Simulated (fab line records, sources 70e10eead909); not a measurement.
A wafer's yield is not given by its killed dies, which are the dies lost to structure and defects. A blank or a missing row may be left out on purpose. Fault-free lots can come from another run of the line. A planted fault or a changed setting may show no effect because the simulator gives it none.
A struck lot beside a sound one ; flow nand_harc ; 42 out of 1159 route steps
Sound: these wafers, L818.1, L818.2, L818.3. The struck wafers were L829.2, L829.4, L829.5. The cause is given at the end.
For every step that has rows: the tool of each side, followed by ch and its chambers, followed by its first start. Under that, the readings that differ: sound wafers ; struck wafers ; difference of the means ; sigmas: that difference in standard deviations of wafers without a fault.
alike: readings with means less than 2 such deviations apart, plus words and numbers identical on both sides. not compared: withheld readings, readings lacking a value on some wafer, bounds such as >300 that could conceal the same value, and numbers that have no deviation in the record and whose values overlap.
Wherever a step has rows on one side only, a row that says differs or no value, or a row with sigmas, the two part there. Numbers that don't overlap but have no deviation are shown without sigmas and don't part them. A reading missing from all wafers of one side parts the sides only when that side holds two or more wafers.

NHARC_A_CONTACT_INSPECT_71:
  sound: defect_inspect-02 at day 16 07:09; struck: defect_inspect-01 at day 19 06:28
  alike: raw_defect_count
then, 6 steps without rows for these wafers: NHARC_A_CONTACT_DESCUM_74 (chemistry O2, time 3 s); NHARC_A_CONTACT_ETCH_75 (etches the open film in CF4, target depth 39 nm, time 65 s); NHARC_A_CONTACT_ETCH_76 (etches the open film in N2/H2, target depth 260 nm, time 475.3 s); NHARC_A_CONTACT_ETCH_77 (etches the open film in CF4/CHF3, target depth 72.6 nm, time 36.3 s); NHARC_A_CONTACT_ETCH_78 (etches the open film in O2/COS, target depth 2800 nm, time 728 s); NHARC_A_CONTACT_ETCH_124 (etches the open film in C4F8/O2/Ar, time 140 s, target depth 700 nm).
NHARC_A_CONTACT_ETCH_125: etches the open film in C4F8/O2/Ar, time 155 s, target depth 956 nm.
  sound on har_cap_etch-01 ch 0,1, day 16 08:34; struck on har_cap_etch-03 ch 0, day 19 08:09
  alike: oes_air_line_au
  not compared: rf_hours_counter_h
then, 4 steps without rows for these wafers: NHARC_A_CONTACT_ETCH_126 (etches the open film in C4F8/O2/Ar, time 155 s, target depth 956 nm); NHARC_A_CONTACT_ETCH_127 (etches the open film in C4F8/O2/Ar, time 155 s, target depth 956 nm); NHARC_A_CONTACT_ETCH_128 (etches the open film in C4F8/O2/Ar, time 155 s, target depth 956 nm); NHARC_A_CONTACT_ETCH_129 (etches the open film in C4F8/O2/Ar, time 155 s, target depth 956 nm).
NHARC_A_CONTACT_ETCH_130: etches the open film in C4F8/O2/Ar, time 155 s, target depth 956 nm.
  sound on har_cap_etch-01 ch 0,1, day 16 09:16; struck on har_cap_etch-03 ch 0, day 19 09:06
  alike: oes_air_line_au
  not compared: rf_hours_counter_h
then, 1 step without rows for these wafers: NHARC_A_CONTACT_ETCH_131 (etches the open film in C4F8/O2/Ar, time 155 s, target depth 956 nm).
NHARC_A_CONTACT_ETCH_132: etches the open film in C4F8/O2/Ar, time 156 s, target depth 958 nm.
  sound on har_cap_etch-01 ch 0,1, day 16 09:33; struck on har_cap_etch-03 ch 0, day 19 09:29
  alike: oes_air_line_au
  not compared: rf_hours_counter_h
NHARC_A_CONTACT_ETCH_133: etches the open film in C4F8/O2/Ar, time 195 s, target depth 840 nm.
  sound on har_cap_etch-01 ch 0,1, day 16 09:42; struck on har_cap_etch-03 ch 0, day 19 09:42
  alike: oes_air_line_au
  not compared: rf_hours_counter_h
then, 1 step without rows for these wafers: NHARC_A_CONTACT_ETCH_91 (etches the open film in CH3F/O2, target depth 40 nm, time 85.7 s).
NHARC_A_CONTACT_ETCH_97: etches the open film in C4F6/O2, target depth 20 nm, time 10 s.
  sound on rie_diel-01 ch 0,2,3; struck on rie_diel-01 ch 0,1,2, day 19 10:28
reading;sound;struck;difference;sigmas
oes_product_au (a.u.);0.998 0.999 0.993;0.938 0.952 0.943;-0.052;-2
  alike: drypump_motor_current_A, o2_flow_sccm, rf_vpp_V, showerhead_plenum_p_Torr, throttle_valve_pct
  not compared: rf_hours_counter_h
NHARC_A_CONTACT_CD_MEAS_80:
  sound: cd_sem-01 at day 16 10:29; struck: cd_sem-02 at day 19 10:33
reading;sound;struck;difference;sigmas
cd_nm (nm);189.1 189.6 189.0;191.2 190.9 191.0;+1.8;+3
then, 6 steps without rows for these wafers: NHARC_A_CONTACT_STRIP_103 (strips in N2/H2); NHARC_A_CONTACT_STRIP_104 (strips in CF4/CHF3); NHARC_A_CONTACT_STRIP_105 (strips in O2/COS); NHARC_A_CONTACT_ETCH_106 (etches the open film in CF4/O2, target depth 60 nm, overetch 6 nm, time 33 s); NHARC_A_CONTACT_STRIP_82 (strips in O2); NHARC_A_CONTACT_STRIP_83 (strips in post etch residue remover, time 600 s).
NHARC_A_CONTACT_DEP_84: deposits aC, target thk 2000 nm.
  sound on acl_dep-03 ch 0, day 16 15:07; struck on acl_dep-01 ch 0, day 19 11:53
  alike: throttle_valve_pct
then, 11 steps without rows for these wafers: NHARC_A_CONTACT_DEP_85 (deposits SiON, target thk 50 nm); NHARC_A_CONTACT_DEHYDRATE_00 (time 120 s); NHARC_A_CONTACT_HMDS_01 (time 30 s); NHARC_A_CONTACT_COAT_86 (time 75 s); NHARC_A_CONTACT_COAT_87 (time 65 s); NHARC_A_CONTACT_COAT_02 (resist thk 90 nm); NHARC_A_CONTACT_SOFTBAKE_03 (time 55 s); NHARC_A_CONTACT_EBR_04; NHARC_A_CONTACT_EXPOSE_05 (exposes mask A CC); NHARC_A_CONTACT_PEB_06 (peb time 65 s); NHARC_A_CONTACT_DEVELOP_07 (develop time 35 s).
NHARC_A_CONTACT_CD_MEAS_08: target cd 100 nm.
  sound on cd_sem-03 ch 0, day 16 17:06; struck on cd_sem-01 ch 0, day 19 13:33
  alike: cd_nm
NHARC_A_CONTACT_OVL_MEAS_09:
  sound: overlay-01 at day 16 17:11; struck: overlay-02 at day 19 13:39
  alike: overlay_x_nm, overlay_y_nm
then, 2 steps without rows for these wafers: NHARC_A_CONTACT_DESCUM_13 (chemistry O2, time 3 s); NHARC_A_CONTACT_ETCH_88 (etches the open film in CF4, target depth 39 nm, time 65 s).
-- jump in the record: it breaks off in module A_CONTACT and resumes in module END (first step shown: number 1159 of the route), and 2 days separate the struck wafers' starts before and after --
NHARC_END_SORT_01:
  the record has rows for the struck wafers here (prober-01 ch 0, day 22 00:15) and none for the sound ones

## WHERE THEY PART
Last at NHARC_END_SORT_01 as far as this record goes, first at NHARC_A_CONTACT_ETCH_97.

WHY: what the simulator had put in
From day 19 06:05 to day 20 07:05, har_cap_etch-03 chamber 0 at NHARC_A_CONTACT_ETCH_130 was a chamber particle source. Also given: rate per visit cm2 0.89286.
